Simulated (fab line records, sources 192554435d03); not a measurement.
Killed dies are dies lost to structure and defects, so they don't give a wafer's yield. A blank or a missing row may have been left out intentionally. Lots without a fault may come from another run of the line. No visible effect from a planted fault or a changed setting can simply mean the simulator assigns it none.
Which of the tools did it? + flow n5Finfet + 24 lots with 72 wafers sampled at 6 steps, on a route of 1938 steps

## WHAT THE GAUGES READ, wafer by wafer
N5_GATE_CUT_CD_MEAS_13: target cd 20 nm. Usual: cdNm at 19.95 nm, with a standard deviation of 0.26.
| lot  | measured     | on       | cdNm (nm)         | flag |
|------|--------------|----------|-------------------|------|
| L074 | day 4 12:29  | cdSem-01 | 20.00 20.18 20.32 |      |
| L075 | day 4 21:02  | cdSem-02 | 19.63 19.30 19.70 |      |
| L076 | day 5 00:49  | cdSem-03 | 19.85 20.08 20.12 |      |
| L077 | day 5 06:21  | cdSem-01 | 20.23 20.07 19.95 |      |
| L078 | day 5 16:14  | cdSem-02 | 19.91 20.40 19.54 |      |
| L079 | day 5 19:18  | cdSem-01 | 20.09 19.57 19.84 |      |
| L081 | day 6 05:29  | cdSem-01 | 20.34 20.05 20.22 |      |
| L080 | day 6 11:52  | cdSem-01 | 20.02 20.13 20.33 |      |
| L082 | day 6 12:59  | cdSem-01 | 19.82 19.94 19.74 |      |
| L083 | day 6 23:39  | cdSem-03 | 20.21 20.20 20.37 |      |
| L084 | day 7 06:20  | cdSem-01 | 20.14 19.89 19.22 |      |
| L085 | day 7 08:22  | cdSem-01 | 20.05 19.83 19.77 |      |
| L086 | day 7 15:38  | cdSem-02 | 19.69 19.68 19.72 |      |
| L087 | day 7 17:22  | cdSem-03 | 20.05 19.99 20.18 |      |
| L088 | day 7 23:42  | cdSem-02 | 20.14 19.60 19.48 |      |
| L089 | day 8 06:39  | cdSem-01 | 20.12 20.01 20.05 |      |
| L090 | day 8 11:11  | cdSem-02 | 20.00 20.07 20.33 |      |
| L091 | day 8 21:23  | cdSem-03 | 19.95 19.63 19.88 |      |
| L092 | day 9 03:40  | cdSem-02 | 20.34 19.57 20.02 |      |
| L093 | day 9 08:23  | cdSem-01 | 20.03 19.81 20.15 |      |
| L094 | day 9 12:41  | cdSem-01 | 20.05 19.72 20.45 |      |
| L095 | day 9 17:19  | cdSem-01 | 19.87 19.86 19.51 |      |
| L096 | day 10 03:16 | cdSem-02 | 20.15 20.14 19.94 |      |
| L097 | day 10 10:13 | cdSem-01 | 20.04 19.97 20.08 |      |

## EACH LOT AND THE TOOL THAT RAN IT (in order: tool; ch and the chambers of the sampled wafers; start)
| lot  | N5_HKMG_FIN_ETCH_55              | N5_HKMG_FIN_ETCHBACK_68          | N5_HKMG_FIN_CMP_23           | N5_HKMG_FIN_CMP_94           | N5_GATE_CUT_ETCHBACK_30          |
|------|----------------------------------|----------------------------------|------------------------------|------------------------------|----------------------------------|
| L074 | rieDiel-04 ch 1,2, day 4 01:05   | rieMetal-03 ch 1, day 4 06:56    | cmp-02 ch 1,2,3, day 4 08:07 | cmp-02 ch 1,2,3, day 4 08:36 | rieMetal-02 ch 0, day 4 09:04    |
| L075 | rieDiel-06 ch 1,2, day 4 08:47   | rieMetal-01 ch 0,1, day 4 14:41  | cmp-04 ch 0,1,3, day 4 15:44 | cmp-04 ch 0,1,3, day 4 16:46 | rieMetal-02 ch 0, day 4 17:15    |
| L076 | rieDiel-06 ch 0,3, day 4 12:01   | rieMetal-03 ch 1, day 4 18:37    | cmp-03 ch 1,2,3, day 4 19:49 | cmp-03 ch 1,2,3, day 4 20:12 | rieMetal-03 ch 0,1, day 4 20:38  |
| L077 | rieDiel-06 ch 0,1,3, day 4 17:40 | rieMetal-02 ch 0, day 4 23:40    | cmp-02 ch 1,2,3, day 5 00:56 | cmp-02 ch 1,2,3, day 5 01:22 | rieMetal-02 ch 0,1, day 5 01:48  |
| L078 | rieDiel-02 ch 0,1, day 5 05:01   | rieMetal-01 ch 0,1, day 5 10:53  | cmp-02 ch 1,2, day 5 12:02   | cmp-02 ch 1,2, day 5 12:28   | rieMetal-03 ch 0,1, day 5 12:54  |
| L079 | rieDiel-02 ch 0,3, day 5 06:17   | rieMetal-02 ch 1, day 5 12:17    | cmp-04 ch 0,2,3, day 5 13:20 | cmp-04 ch 0,2,3, day 5 13:49 | rieMetal-03 ch 0,1, day 5 14:18  |
| L081 | rieDiel-04 ch 0,1,3, day 5 17:59 | rieMetal-01 ch 0, day 6 00:00    | cmp-04 ch 2,3, day 6 01:04   | cmp-04 ch 2,3, day 6 01:33   | rieMetal-02 ch 0,1, day 6 02:01  |
| L080 | rieDiel-04 ch 2,3, day 6 00:31   | rieMetal-01 ch 0,1, day 6 06:32  | cmp-03 ch 0,1,3, day 6 07:38 | cmp-03 ch 0,1,3, day 6 08:04 | rieMetal-01 ch 0,1, day 6 08:31  |
| L082 | rieDiel-02 ch 0,2,3, day 6 00:55 | rieMetal-03 ch 0,1, day 6 07:26  | cmp-03 ch 2,3, day 6 08:45   | cmp-03 ch 2,3, day 6 09:11   | rieMetal-02 ch 0,1, day 6 09:38  |
| L083 | rieDiel-02 ch 1,2,3, day 6 11:50 | rieMetal-01 ch 1, day 6 17:53    | cmp-04 ch 0,1,3, day 6 19:11 | cmp-04 ch 0,1,3, day 6 19:34 | rieMetal-01 ch 1, day 6 20:12    |
| L084 | rieDiel-06 ch 0,1,2, day 6 19:07 | rieMetal-03 ch 0,1, day 7 00:53  | cmp-04 ch 1,2,3, day 7 02:02 | cmp-04 ch 1,2,3, day 7 02:31 | rieMetal-03 ch 0,1, day 7 02:59  |
| L085 | rieDiel-06 ch 0,1,2, day 6 20:14 | rieMetal-02 ch 0,1, day 7 02:31  | cmp-02 ch 2,3, day 7 03:40   | cmp-02 ch 2,3, day 7 04:06   | rieMetal-01 ch 1, day 7 04:46    |
| L086 | rieDiel-02 ch 0,1, day 7 03:50   | rieMetal-03 ch 0,1, day 7 10:07  | cmp-04 ch 0,1,3, day 7 11:16 | cmp-04 ch 0,1,3, day 7 11:41 | rieMetal-01 ch 0,1, day 7 12:08  |
| L087 | rieDiel-04 ch 0,3, day 7 05:07   | rieMetal-03 ch 0,1, day 7 11:52  | cmp-04 ch 0,1,3, day 7 13:05 | cmp-04 ch 0,1,3, day 7 13:28 | rieMetal-03 ch 0,1, day 7 13:53  |
| L088 | rieDiel-04 ch 0,1, day 7 12:13   | rieMetal-03 ch 0,1, day 7 18:14  | cmp-03 ch 0,3, day 7 19:15   | cmp-03 ch 0,3, day 7 19:44   | rieMetal-02 ch 0,1, day 7 20:13  |
| L089 | rieDiel-06 ch 1,3, day 7 19:03   | rieMetal-03 ch 0, day 8 01:17    | cmp-04 ch 0,2,3, day 8 02:29 | cmp-04 ch 0,2,3, day 8 02:52 | rieMetal-01 ch 0,1, day 8 03:17  |
| L090 | rieDiel-04 ch 2,3, day 7 23:29   | rieMetal-03 ch 0,1, day 8 05:26  | cmp-02 ch 0,3, day 8 06:38   | cmp-02 ch 0,3, day 8 07:04   | rieMetal-03 ch 0,1, day 8 07:31  |
| L091 | rieDiel-04 ch 0,2,3, day 8 09:25 | rieMetal-02 ch 0,1, day 8 15:34  | cmp-03 ch 1,3, day 8 16:42   | cmp-03 ch 1,3, day 8 17:08   | rieMetal-02 ch 0,1, day 8 17:35  |
| L092 | rieDiel-02 ch 0,1,3, day 8 16:13 | rieMetal-03 ch 0,1, day 8 22:17  | cmp-04 ch 0,1,3, day 8 23:26 | cmp-04 ch 0,1,3, day 8 23:52 | rieMetal-02 ch 0,1, day 9 00:19  |
| L093 | rieDiel-02 ch 1,3, day 8 20:51   | rieMetal-01 ch 0,1, day 9 02:47  | cmp-02 ch 0,1,3, day 9 03:50 | cmp-02 ch 0,1,3, day 9 04:19 | rieMetal-02 ch 0,1, day 9 04:48  |
| L094 | rieDiel-04 ch 0,3, day 9 01:07   | rieMetal-02 ch 0,1, day 9 07:10  | cmp-02 ch 1,2, day 9 08:13   | cmp-02 ch 1,2, day 9 08:42   | rieMetal-01 ch 0,1, day 9 09:11  |
| L095 | rieDiel-04 ch 1,2,3, day 9 05:56 | rieMetal-01 ch 0,1, day 9 11:53  | cmp-03 ch 1,2, day 9 13:02   | cmp-03 ch 1,2, day 9 13:28   | rieMetal-02 ch 0,1, day 9 13:54  |
| L096 | rieDiel-06 ch 0,1,3, day 9 15:38 | rieMetal-03 ch 0,1, day 9 21:28  | cmp-03 ch 0,3, day 9 22:42   | cmp-03 ch 0,3, day 9 23:11   | rieMetal-03 ch 1, day 9 23:39    |
| L097 | rieDiel-04 ch 1,2,3, day 9 21:42 | rieMetal-02 ch 0,1, day 10 04:25 | cmp-04 ch 0,1, day 10 05:40  | cmp-04 ch 0,1, day 10 06:05  | rieMetal-02 ch 0,1, day 10 06:32 |
- N5_HKMG_FIN_ETCH_55: etches SOC in N2/H2, target depth 240 nm, time 300 s.
- N5_HKMG_FIN_ETCHBACK_68: etches the open film in Cl2/Ar, stops on HfO2, target depth 0.5 nm.
- N5_HKMG_FIN_CMP_23: polishes, stops on SiNx, t overpolish 10 s, target thk 46.326 nm.
- N5_HKMG_FIN_CMP_94: polishes, stops on SiNx, t overpolish 4.7 s, target thk 43.299 nm.
- N5_GATE_CUT_ETCHBACK_30: etches TiN in Cl2/Ar, target depth 3 nm.

## AS READ BY THE TOOLS THEMSELVES (means over the sampled wafers that have a number; for cases with no such wafer, the mark the record gives instead)
N5_HKMG_FIN_ETCH_55. Usual: drypumpMotorCurrentA 5.6 A, standard deviation 0.41; oesProductAu 0.78 a.u., standard deviation 0.09; rfVppV 523.3 V, standard deviation 2.1; showerheadPlenumPTorr 2.52 Torr, standard deviation 0.078; throttleValvePct 17.87 %, standard deviation 0.27.
| lot  | tool       | drypumpMotorCurrentA (A) | oesProductAu (a.u.) | rfVppV (V) | showerheadPlenumPTorr (Torr) | throttleValvePct (%) | flag |
|------|------------|--------------------------|---------------------|------------|------------------------------|----------------------|------|
| L074 | rieDiel-04 | 5.4                      | 0.77                | 522.7      | 2.48                         | 18.11                |      |
| L075 | rieDiel-06 | 6.0                      | 0.93                | 523.4      | 2.52                         | 18.03                |      |
| L076 | rieDiel-06 | 5.6                      | 0.84                | 521.9      | 2.50                         | 17.77                |      |
| L077 | rieDiel-06 | 5.8                      | 0.86                | 522.1      | 2.51                         | 17.86                |      |
| L078 | rieDiel-02 | 5.8                      | 0.72                | 525.3      | 2.56                         | 17.63                |      |
| L079 | rieDiel-02 | 5.4                      | 0.86                | 523.7      | 2.55                         | 17.94                |      |
| L081 | rieDiel-04 | 5.6                      | 0.77                | 523.5      | 2.51                         | 17.88                |      |
| L080 | rieDiel-04 | 5.7                      | 0.78                | 522.8      | 2.45                         | 17.50                |      |
| L082 | rieDiel-02 | 5.3                      | 0.79                | 525.6      | 2.59                         | 17.86                |      |
| L083 | rieDiel-02 | 5.2                      | 0.79                | 523.9      | 2.53                         | 17.83                |      |
| L084 | rieDiel-06 | 5.8                      | 0.78                | 522.8      | 2.52                         | 18.09                |      |
| L085 | rieDiel-06 | 5.8                      | 0.77                | 522.9      | 2.52                         | 18.09                |      |
| L086 | rieDiel-02 | 5.7                      | 0.71                | 522.3      | 2.48                         | 17.63                |      |
| L087 | rieDiel-04 | 5.7                      | 0.79                | 523.1      | 2.49                         | 17.59                |      |
| L088 | rieDiel-04 | 5.8                      | 0.74                | 525.0      | 2.58                         | 18.06                |      |
| L089 | rieDiel-06 | 5.7                      | 0.88                | 521.6      | 2.48                         | 17.78                |      |
| L090 | rieDiel-04 | 5.7                      | 0.77                | 522.5      | 2.44                         | 17.52                |      |
| L091 | rieDiel-04 | 5.9                      | 0.74                | 523.6      | 2.51                         | 17.69                |      |
| L092 | rieDiel-02 | 5.6                      | 0.77                | 522.3      | 2.51                         | 17.81                |      |
| L093 | rieDiel-02 | 5.4                      | 0.82                | 521.2      | 2.47                         | 17.95                |      |
| L094 | rieDiel-04 | 5.9                      | 0.74                | 523.3      | 2.56                         | 17.78                |      |
| L095 | rieDiel-04 | 5.5                      | 0.74                | 521.8      | 2.45                         | 17.87                |      |
| L096 | rieDiel-06 | 5.8                      | 0.89                | 522.4      | 2.49                         | 17.81                |      |
| L097 | rieDiel-04 | 5.5                      | 0.75                | 522.4      | 2.45                         | 17.88                |      |

N5_HKMG_FIN_ETCHBACK_68. Usual: drypumpMotorCurrentA 5.9 A, standard deviation 0.33; oesProductAu 0.71 a.u., standard deviation 0.086; throttleValvePct 21.06 %, standard deviation 0.28.
| lot  | tool        | drypumpMotorCurrentA (A) | oesProductAu (a.u.) | throttleValvePct (%) | flag |
|------|-------------|--------------------------|---------------------|----------------------|------|
| L074 | rieMetal-03 | 6.0                      | 0.63                | 21.34                |      |
| L075 | rieMetal-01 | 6.0                      | 0.72                | 21.21                |      |
| L076 | rieMetal-03 | 6.0                      | 0.62                | 21.32                |      |
| L077 | rieMetal-02 | 5.4                      | 0.78                | 20.51                |      |
| L078 | rieMetal-01 | 5.6                      | 0.67                | 21.21                |      |
| L079 | rieMetal-02 | 5.9                      | 0.72                | 20.98                |      |
| L081 | rieMetal-01 | 5.3                      | 0.62                | 21.19                |      |
| L080 | rieMetal-01 | 6.0                      | 0.72                | 21.22                |      |
| L082 | rieMetal-03 | 6.0                      | 0.78                | 20.97                |      |
| L083 | rieMetal-01 | 6.3                      | 0.76                | 21.23                |      |
| L084 | rieMetal-03 | 5.9                      | 0.77                | 20.98                |      |
| L085 | rieMetal-02 | 5.8                      | 0.74                | 20.83                |      |
| L086 | rieMetal-03 | 6.0                      | 0.70                | 21.16                |      |
| L087 | rieMetal-03 | 6.0                      | 0.77                | 20.98                |      |
| L088 | rieMetal-03 | 6.0                      | 0.69                | 21.17                |      |
| L089 | rieMetal-03 | 5.9                      | 0.84                | 20.80                |      |
| L090 | rieMetal-03 | 6.0                      | 0.69                | 21.17                |      |
| L091 | rieMetal-02 | 5.6                      | 0.74                | 20.68                |      |
| L092 | rieMetal-03 | 5.9                      | 0.76                | 20.99                |      |
| L093 | rieMetal-01 | 5.7                      | 0.66                | 21.22                |      |
| L094 | rieMetal-02 | 5.8                      | 0.72                | 20.85                |      |
| L095 | rieMetal-01 | 5.7                      | 0.65                | 21.22                |      |
| L096 | rieMetal-03 | 5.9                      | 0.68                | 21.18                |      |
| L097 | rieMetal-02 | 5.6                      | 0.73                | 20.68                |      |

N5_HKMG_FIN_CMP_23. Usual: motorCurrentA 12.3 A, standard deviation 0.76; overpolishRunS 10.001 s, standard deviation 0.01; slurryFilterDpKPa 13.50 kPa, standard deviation 0.14; timeToEndpointS 12.5 s, standard deviation 2.
| lot  | tool   | motorCurrentA (A) | overpolishRunS (s) | slurryFilterDpKPa (kPa) | timeToEndpointS (s) | flag |
|------|--------|-------------------|--------------------|-------------------------|---------------------|------|
| L074 | cmp-02 | 12.4              | 10.007             | 13.44                   | 13.7                |      |
| L075 | cmp-04 | 12.1              | 10.001             | 13.38                   | 16.4                |      |
| L076 | cmp-03 | 12.9              | 10.003             | 13.44                   | 12.0                |      |
| L077 | cmp-02 | 12.4              | 10.014             | 13.52                   | 13.0                |      |
| L078 | cmp-02 | 12.9              | 9.986              | 13.43                   | 14.1                |      |
| L079 | cmp-04 | 12.0              | 10.005             | 13.61                   | 12.9                |      |
| L081 | cmp-04 | 12.2              | 10.002             | 13.44                   | 12.1                |      |
| L080 | cmp-03 | 12.8              | 9.999              | 13.30                   | 12.6                |      |
| L082 | cmp-03 | 12.8              | 10.002             | 13.60                   | 11.6                |      |
| L083 | cmp-04 | 12.1              | 9.994              | 13.54                   | 12.3                |      |
| L084 | cmp-04 | 12.3              | 10.002             | 13.54                   | 11.7                |      |
| L085 | cmp-02 | 12.4              | 10.006             | 13.63                   | 13.1                |      |
| L086 | cmp-04 | 11.9              | 9.990              | 13.42                   | 14.6                |      |
| L087 | cmp-04 | 12.1              | 9.992              | 13.57                   | 13.0                |      |
| L088 | cmp-03 | 12.5              | 10.002             | 13.46                   | 11.4                |      |
| L089 | cmp-04 | 11.8              | 10.002             | 13.52                   | 12.8                |      |
| L090 | cmp-02 | 12.2              | 10.008             | 13.55                   | 10.9                |      |
| L091 | cmp-03 | 12.5              | 9.996              | 13.56                   | 11.5                |      |
| L092 | cmp-04 | 12.2              | 10.003             | 13.57                   | 14.3                |      |
| L093 | cmp-02 | 12.3              | 10.006             | 13.43                   | 10.7                |      |
| L094 | cmp-02 | 13.1              | 9.988              | 13.43                   | 14.5                |      |
| L095 | cmp-03 | 12.8              | 9.995              | 13.46                   | 10.2                |      |
| L096 | cmp-03 | 12.6              | 10.003             | 13.39                   | 11.9                |      |
| L097 | cmp-04 | 11.3              | 10.006             | 13.52                   | 9.6                 |      |

N5_HKMG_FIN_CMP_94. Usual: motorCurrentA 12.4 A, standard deviation 0.8; slurryFilterDpKPa 13.50 kPa, standard deviation 0.14.
| lot  | tool   | motorCurrentA (A) | slurryFilterDpKPa (kPa) | flag |
|------|--------|-------------------|-------------------------|------|
| L074 | cmp-02 | 12.9              | 13.53                   |      |
| L075 | cmp-04 | 12.0              | 13.43                   |      |
| L076 | cmp-03 | 13.3              | 13.49                   |      |
| L077 | cmp-02 | 13.1              | 13.54                   |      |
| L078 | cmp-02 | 13.3              | 13.34                   |      |
| L079 | cmp-04 | 12.1              | 13.56                   |      |
| L081 | cmp-04 | 12.5              | 13.50                   |      |
| L080 | cmp-03 | 12.6              | 13.50                   |      |
| L082 | cmp-03 | 12.9              | 13.47                   |      |
| L083 | cmp-04 | 11.8              | 13.29                   |      |
| L084 | cmp-04 | 12.0              | 13.60                   |      |
| L085 | cmp-02 | 12.4              | 13.53                   |      |
| L086 | cmp-04 | 11.9              | 13.59                   |      |
| L087 | cmp-04 | 11.6              | 13.56                   |      |
| L088 | cmp-03 | 12.9              | 13.46                   |      |
| L089 | cmp-04 | 11.9              | 13.44                   |      |
| L090 | cmp-02 | 12.1              | 13.54                   |      |
| L091 | cmp-03 | 12.5              | 13.41                   |      |
| L092 | cmp-04 | 11.8              | 13.37                   |      |
| L093 | cmp-02 | 12.4              | 13.63                   |      |
| L094 | cmp-02 | 13.1              | 13.40                   |      |
| L095 | cmp-03 | 12.2              | 13.35                   |      |
| L096 | cmp-03 | 12.4              | 13.61                   |      |
| L097 | cmp-04 | 11.4              | 13.48                   |      |

N5_GATE_CUT_ETCHBACK_30. Usual: drypumpMotorCurrentA 5.8 A, standard deviation 0.34; oesProductAu 0.74 a.u., standard deviation 0.075; throttleValvePct 20.95 %, standard deviation 0.3.
| lot  | tool        | drypumpMotorCurrentA (A) | oesProductAu (a.u.) | throttleValvePct (%) | flag |
|------|-------------|--------------------------|---------------------|----------------------|------|
| L074 | rieMetal-02 | 5.4                      | 0.79                | 20.50                |      |
| L075 | rieMetal-02 | 5.4                      | 0.79                | 20.50                |      |
| L076 | rieMetal-03 | 6.0                      | 0.72                | 21.14                |      |
| L077 | rieMetal-02 | 5.8                      | 0.76                | 20.80                |      |
| L078 | rieMetal-03 | 6.0                      | 0.72                | 21.13                |      |
| L079 | rieMetal-03 | 6.0                      | 0.72                | 21.14                |      |
| L081 | rieMetal-02 | 5.8                      | 0.75                | 20.81                |      |
| L080 | rieMetal-01 | 6.0                      | 0.72                | 21.22                |      |
| L082 | rieMetal-02 | 5.8                      | 0.75                | 20.80                |      |
| L083 | rieMetal-01 | 6.4                      | 0.76                | 21.24                |      |
| L084 | rieMetal-03 | 6.0                      | 0.70                | 21.15                |      |
| L085 | rieMetal-01 | 6.4                      | 0.77                | 21.24                |      |
| L086 | rieMetal-01 | 6.0                      | 0.72                | 21.22                |      |
| L087 | rieMetal-03 | 6.0                      | 0.78                | 20.98                |      |
| L088 | rieMetal-02 | 5.6                      | 0.76                | 20.66                |      |
| L089 | rieMetal-01 | 6.1                      | 0.71                | 21.23                |      |
| L090 | rieMetal-03 | 5.9                      | 0.76                | 20.98                |      |
| L091 | rieMetal-02 | 5.6                      | 0.75                | 20.67                |      |
| L092 | rieMetal-02 | 5.8                      | 0.74                | 20.83                |      |
| L093 | rieMetal-02 | 5.8                      | 0.74                | 20.81                |      |
| L094 | rieMetal-01 | 5.7                      | 0.66                | 21.22                |      |
| L095 | rieMetal-02 | 5.8                      | 0.73                | 20.83                |      |
| L096 | rieMetal-03 | 6.0                      | 0.61                | 21.35                |      |
| L097 | rieMetal-02 | 5.7                      | 0.73                | 20.84                |      |

## THE ANSWER, worked out from the rows above alone
Rule: lot off if the mean of its wafers having a number is beyond 3 standard deviations from the usual mean. A lot without any number at a reading at which 4 lots or more have one is off too. The other lots that the step has rows for count as sound. Order of review: gauges by route order, followed by the tools' own readings, for which a lot's mean as printed above is used. The first step at which some lot is off is used, and at that step the reading that is off furthest; a lot without a number counts as furthest.
No lot is off at any reading shown: from this, nothing can be told.

## WHAT WAS PUT IN BY THE SIMULATOR
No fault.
